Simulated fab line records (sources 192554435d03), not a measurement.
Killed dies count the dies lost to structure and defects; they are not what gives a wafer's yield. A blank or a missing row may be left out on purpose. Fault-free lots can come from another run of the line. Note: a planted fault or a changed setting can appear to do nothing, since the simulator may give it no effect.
What tool caused it? | flow n5 finfet | 10 lots, 30 wafers sampled, at 5 steps of a route of 1938

WHAT EACH GAUGE READ, for each wafer
The record lacks any reading of a measuring or inspecting step that a usual standard deviation could be used to judge.

WHICH TOOL RAN EACH LOT (tool, then ch and the chambers of the sampled wafers, then the start)
lot  | N5_MOL_CONTACT_COAG_CMP_28    | N5_MOL_CONTACT_COAG_ALD_123       | N5_MOL_CONTACT_COAG_ETCH_91        | N5_MOL_CONTACT_COAG_ETCH_47        | N5_PASSIVATION_PROBE_49
L827 | cmp-02 ch 1,2,3, day 5 04:19  | ald sin-03 ch 0,1,2, day 5 06:09  | rie diel-03 ch 0,1,2, day 5 07:33  | rie diel-03 ch 0,1,2, day 5 07:47  | prober-02, day 12 14:24
L828 | cmp-01 ch 1,2,3, day 5 18:12  | ald sin-02 ch 1,2, day 5 18:43    | rie diel-03 ch 0,1,3, day 5 20:20  | rie diel-03 ch 0,1,3, day 5 20:34  | prober-01, day 12 06:31
L831 | cmp-01 ch 0,1,2, day 6 06:23  | ald sin-04 ch 0,1,2, day 6 06:43  | rie diel-04 ch 0,1,3, day 6 08:02  | rie diel-04 ch 0,1,3, day 6 08:16  | prober-01, day 13 22:59
L832 | cmp-03 ch 0,2,3, day 6 16:18  | ald sin-03 ch 0,1,3, day 6 16:48  | rie diel-03 ch 0,2,3, day 6 17:52  | rie diel-03 ch 0,2,3, day 6 18:06  | prober-01, day 13 21:11
L839 | cmp-03 ch 0,1, day 8 08:18    | ald sin-03 ch 0,1, day 8 08:35    | rie diel-03 ch 0,3, day 8 09:54    | rie diel-03 ch 0,3, day 8 10:08    | prober-01, day 15 12:24
L840 | cmp-02 ch 2,3, day 9 01:44    | ald sin-04 ch 0,3, day 9 02:07    | rie diel-03 ch 1,3, day 9 03:34    | rie diel-03 ch 1,3, day 9 03:47    | prober-01, day 16 09:23
L845 | cmp-02 ch 0,2, day 9 20:44    | ald sin-03 ch 1,2,3, day 9 21:02  | rie diel-03 ch 0,1,3, day 9 22:26  | rie diel-03 ch 0,1,3, day 9 22:40  | prober-01, day 17 19:16
L847 | cmp-03 ch 0,3, day 10 15:10   | ald sin-02 ch 0,1,2, day 10 15:28 | rie diel-04 ch 2,3, day 10 17:07   | rie diel-04 ch 2,3, day 10 17:21   | prober-01, day 18 03:04
L848 | cmp-03 ch 0,1, day 10 15:22   | ald sin-04 ch 1,3, day 10 15:41   | rie diel-05 ch 1,2, day 10 17:13   | rie diel-05 ch 1,2, day 10 17:27   | prober-01, day 18 05:55
L849 | cmp-02 ch 1,2,3, day 10 21:20 | ald sin-03 ch 1,2,3, day 10 21:40 | rie diel-05 ch 1,2,3, day 10 23:13 | rie diel-05 ch 1,2,3, day 10 23:26 | prober-02, day 18 02:57
- N5_MOL_CONTACT_COAG_CMP_28: polishes, stops on SiNx, t overpolish 0.85 s, target thk 14.522 nm.
- N5_MOL_CONTACT_COAG_ALD_123: deposits SiNx, target thk 5 nm, pulse time 1 s, purge time 2 s.
- N5_MOL_CONTACT_COAG_ETCH_91: etches SOC in N2/H2, target depth 60 nm, overetch 21 nm, time 101.2 s.
- N5_MOL_CONTACT_COAG_ETCH_47: etches SiNx in CH3F/O2, stops on W, target depth 27 nm.
- N5_PASSIVATION_PROBE_49

AS READ BY THE TOOLS THEMSELVES (means over the sampled wafers that have a number; for cases with no such wafer, the mark the record gives instead)
N5_MOL_CONTACT_COAG_CMP_28. Usual: motor current A 12.6 A, standard deviation 1.1; pad life wafers 941, standard deviation 560; time to endpoint s 4.7 s, standard deviation 2.
lot  | tool   | motor current A (A) | pad life wafers | time to endpoint s (s) | flag
L827 | cmp-02 | 13.0                | 980             | 2.9                    |
L828 | cmp-01 | 11.6                | 62              | 4.7                    |
L831 | cmp-01 | 11.9                | 169             | 4.9                    |
L832 | cmp-03 | 12.8                | 530             | 7.2                    |
L839 | cmp-03 | 12.9                | 853             | 4.6                    |
L840 | cmp-02 | 13.1                | 1724            | 5.2                    |
L845 | cmp-02 | 14.8                | 1874            | 4.7                    |
L847 | cmp-03 | 13.1                | 1381            | 3.0                    |
L848 | cmp-03 | 13.4                | 1386            | 2.4                    |
L849 | cmp-02 | 13.6                | 1982            | 3.5                    |

N5_MOL_CONTACT_COAG_ALD_123. Usual: heater power w 854 W, standard deviation 68; precursor pulse height rel 1.001, standard deviation 0.02.
lot  | tool       | heater power w (W) | precursor pulse height rel | flag
L827 | ald sin-03 | 859                | 0.999                      |
L828 | ald sin-02 | 885                | 1.024                      |
L831 | ald sin-04 | 850                | 0.996                      |
L832 | ald sin-03 | 859                | 0.970                      |
L839 | ald sin-03 | 846                | 0.997                      |
L840 | ald sin-04 | 811                | 1.006                      |
L845 | ald sin-03 | 915                | 1.005                      |
L847 | ald sin-02 | 857                | 0.993                      |
L848 | ald sin-04 | 864                | 0.989                      |
L849 | ald sin-03 | 914                | 0.994                      |

N5_MOL_CONTACT_COAG_ETCH_91. Usual: drypump motor current A is 5.9 A with standard deviation 0.47, h2 flow sccm is 200.1 sccm with standard deviation 0.59, oes product au is 0.63 a.u. with standard deviation 0.068, rf fwd power W is 834.1 W with standard deviation 2.7, rf vpp V is 523.6 V with standard deviation 2.2, showerhead plenum p Torr is 2.53 Torr with standard deviation 0.074, and throttle valve pct is 17.78 % with standard deviation 0.23.
lot  | tool        | drypump motor current A (A) | h2 flow sccm (sccm) | oes product au (a.u.) | rf fwd power W (W) | rf vpp V (V) | showerhead plenum p Torr (Torr) | throttle valve pct (%) | flag
L827 | rie diel-03 | 6.0                         | 199.5               | 0.66                  | 835.1              | 523.3        | 2.55                            | 17.87                  |
L828 | rie diel-03 | 5.8                         | 199.8               | 0.71                  | 834.0              | 522.8        | 2.51                            | 17.67                  |
L831 | rie diel-04 | 6.3                         | 199.7               | 0.62                  | 836.1              | 525.1        | 2.57                            | 17.59                  |
L832 | rie diel-03 | 5.6                         | 200.1               | 0.66                  | 834.2              | 524.0        | 2.55                            | 17.97                  |
L839 | rie diel-03 | 5.4                         | 200.1               | 0.65                  | 835.6              | 522.7        | 2.51                            | 17.81                  |
L840 | rie diel-03 | 5.9                         | 199.7               | 0.72                  | 1036.6             | 486.2        | 2.49                            | 17.71                  | OFF
L845 | rie diel-03 | 5.8                         | 200.1               | 0.67                  | 1036.8             | 486.3        | 2.49                            | 17.74                  | OFF
L847 | rie diel-04 | 6.1                         | 200.1               | 0.63                  | 833.4              | 521.5        | 2.46                            | 17.84                  |
L848 | rie diel-05 | 5.7                         | 199.9               | 0.74                  | 833.5              | 526.2        | 2.65                            | 17.74                  |
L849 | rie diel-05 | 5.7                         | 200.4               | 0.66                  | 833.6              | 525.7        | 2.61                            | 17.70                  |

N5_MOL_CONTACT_COAG_ETCH_47. Usual: drypump motor current A is 5.9 A with standard deviation 0.46, etch rf on time s is 31.3 s with standard deviation 0.66, oes product au is 0.67 a.u. with standard deviation 0.081, rf fwd power W is 385.6 W with standard deviation 1.6, rf vpp V is 295 V with standard deviation 5.3, showerhead plenum p Torr is 1.99 Torr with standard deviation 0.06, and throttle valve pct is 16.30 % with standard deviation 0.21.
lot  | tool        | drypump motor current A (A) | etch rf on time s (s) | oes product au (a.u.) | rf fwd power W (W) | rf vpp V (V) | showerhead plenum p Torr (Torr) | throttle valve pct (%) | flag
L827 | rie diel-03 | 6.0                         | 31.0                  | 0.71                  | 385.8              | 296          | 2.01                            | 16.40                  |
L828 | rie diel-03 | 5.8                         | 30.6                  | 0.77                  | 384.9              | 296          | 1.98                            | 16.25                  |
L831 | rie diel-04 | 6.2                         | 31.6                  | 0.66                  | 385.9              | 301          | 2.02                            | 16.13                  |
L832 | rie diel-03 | 5.6                         | 31.1                  | 0.70                  | 386.5              | 298          | 2.02                            | 16.54                  |
L839 | rie diel-03 | 5.4                         | 30.6                  | 0.70                  | 385.0              | 296          | 1.99                            | 16.42                  |
L840 | rie diel-03 | 5.9                         | 30.5                  | 0.78                  | 386.9              | 297          | 1.96                            | 16.25                  |
L845 | rie diel-03 | 5.8                         | 30.7                  | 0.72                  | 385.7              | 296          | 1.97                            | 16.30                  |
L847 | rie diel-04 | 6.1                         | 31.2                  | 0.67                  | 383.5              | 300          | 1.94                            | 16.33                  |
L848 | rie diel-05 | 5.6                         | 30.6                  | 0.81                  | 384.8              | 296          | 2.08                            | 16.14                  |
L849 | rie diel-05 | 5.7                         | 31.4                  | 0.70                  | 384.9              | 290          | 2.05                            | 16.19                  |

N5_PASSIVATION_PROBE_49. Usual: killed_at_M0_to_M3 34, standard deviation 11; killed_at_M4_up 14, standard deviation 5.7; killed at contacts 14, standard deviation 6.9; killed at front end 40, standard deviation 11; killed at other 4, standard deviation 3.1; killed dies 105, standard deviation 17; killed on rim 14, standard deviation 4.1; killed open 70, standard deviation 13; killed short 34, standard deviation 7.6.
lot  | tool      | killed_at_M0_to_M3 | killed_at_M4_up | killed at contacts | killed at front end | killed at other | killed dies | killed on rim | killed open | killed short | flag
L827 | prober-02 | 27                 | 12              | 17                 | 43                  | 2               | 100         | 15            | 66          | 32           |
L828 | prober-01 | 39                 | 11              | 9                  | 40                  | 7               | 105         | 10            | 70          | 35           |
L831 | prober-01 | 30                 | 13              | 13                 | 26                  | 6               | 89          | 13            | 59          | 30           |
L832 | prober-01 | 34                 | 9               | 9                  | 54                  | 3               | 109         | 15            | 73          | 36           |
L839 | prober-01 | 36                 | 13              | 13                 | 29                  | 1               | 91          | 11            | 61          | 29           |
L840 | prober-01 | 38                 | 12              | 16                 | 50                  | 9               | 125         | 17            | 78          | 47           |
L845 | prober-01 | 38                 | 13              | 13                 | 30                  | 3               | 97          | 11            | 64          | 33           |
L847 | prober-01 | 32                 | 7               | 23                 | 43                  | 6               | 111         | 15            | 77          | 33           |
L848 | prober-01 | 36                 | 13              | 17                 | 31                  | 1               | 99          | 15            | 68          | 31           |
L849 | prober-02 | 33                 | 16              | 16                 | 46                  | 1               | 112         | 17            | 75          | 35           |

THE ANSWER, worked out from the rows above alone
Rule: lot off if the mean of its wafers having a number is beyond 3 standard deviations from the usual mean. Also off: a lot with no number at a reading for which 4 or more lots have one. All remaining lots with rows at the step are treated as sound. First the gauges in route order, then the tools' own readings, where a lot's mean is used as printed above. At the first step where some lot is off, the reading lying furthest off is the one used; lots without a number count as furthest.
Off, at N5_MOL_CONTACT_COAG_ETCH_91 on rf fwd power W: L840, L845.
A tool fits if, at that step or a process step before it, it ran every lot that is off, and no sound lot after the first of them. One fits: N5_MOL_CONTACT_COAG_ETCH_91 on rie diel-03. Its last sound lot is L839 (day 8 09:54), its first lot that is off L840 (day 9 03:34): a fault that began between those two fits.
The tool's own readings at N5_MOL_CONTACT_COAG_ETCH_91 bear it out: on the lots that are off they differ by more than 5 times the standard deviation of the sound lots' means. rf fwd power W reads 1036.7 W there against 834.4 W on the sound lots; rf vpp V reads 486.2 V there against 523.9 V on the sound lots.

WHAT THE SIMULATOR PUT IN
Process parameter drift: rie diel-03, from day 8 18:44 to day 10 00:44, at N5_MOL_CONTACT_COAG_ETCH_91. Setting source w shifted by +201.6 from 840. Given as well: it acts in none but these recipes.
Lots struck among those shown: L840, L845. Same finding as the rule above.
